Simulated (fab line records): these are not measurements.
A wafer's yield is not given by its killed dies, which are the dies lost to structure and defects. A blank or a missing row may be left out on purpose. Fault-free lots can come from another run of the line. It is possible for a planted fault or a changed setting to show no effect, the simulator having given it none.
Matching of chambers	flow n5-finfet	pecvd-03 running N5_GATE_CUT_PECVD_57: 3 sister chambers
The step deposits SiNx from SiH4/NH3/N2, target thk 21 nm. 20 wafers are shown with their chamber, then 10 later ones without.

## WAFERS WITH THEIR CHAMBER
wafer	chamber	throttle-valve-pct (%)	showerhead-plenum-p-Torr (Torr)	heater-power-w (W)
L074.1	0	40.3	5.12	746
L074.4	1	38.3	5.12	767
L074.6	0	40.5	5.10	753
L079.1	1	38.7	5.12	757
L079.2	0	40.4	5.11	691
L079.3	2	37.4	5.06	809
L079.4	2	37.6	5.06	832
L079.5	0	40.5	5.11	689
L079.6	1	38.6	5.12	757
L082.3	2	37.7	5.06	724
L082.4	0	40.9	5.12	745
L082.6	2	37.4	5.07	749
L087.1	2	37.4	5.08	815
L087.2	1	38.7	5.12	652
L087.3	0	40.8	5.11	706
L087.4	2	37.5	5.07	793
L087.5	1	38.4	5.13	652
L087.6	0	41.0	5.12	726
L088.1	0	40.9	5.12	748
L088.4	1	38.3	5.13	760

SIGNATURES (averages over the wafers above)
reading	chamber 0	chamber 1	chamber 2	scatter within a chamber
throttle-valve-pct	40.663	38.500	37.500	0.211
showerhead-plenum-p-Torr	5.1138	5.1233	5.0667	0.00709
heater-power-w	725.50	724.17	787.00	41.6
Rule: distance of a wafer from a chamber = root of the sum over the readings of ((wafer's reading minus chamber's mean) / reading's scatter) squared. The wafer belongs to the nearest chamber; if the next one is less than 2 further off, it can't be placed. The scatter: take each reading less its chamber's mean, square it, sum over the shown wafers, divide by the number of wafers less the number of chambers, and take the root.

## WAFERS WITH NO CHAMBER GIVEN
wafer	throttle-valve-pct (%)	showerhead-plenum-p-Torr (Torr)	heater-power-w (W)
L088.5	41.2	5.11	767
L093.2	37.7	5.05	788
L093.4	37.4	5.07	787
L093.6	38.5	5.14	777
L076.2	41.2	5.12	777
L076.3	38.6	5.14	712
L076.5	41.1	5.10	774
L097.1	38.6	5.12	682
L097.3	41.2	5.11	768
L097.6	38.7	5.14	665

## EACH ONE'S CHAMBER
wafer	from the rows above	in truth
L088.5	0	0
L093.2	2	2
L093.4	2	2
L093.6	1	1
L076.2	0	0
L076.3	1	1
L076.5	0	0
L097.1	1	1
L097.3	0	0
L097.6	1	1
Placed correctly: 10 of 10. Number that these rows cannot place: 0. 0 placed wrongly.
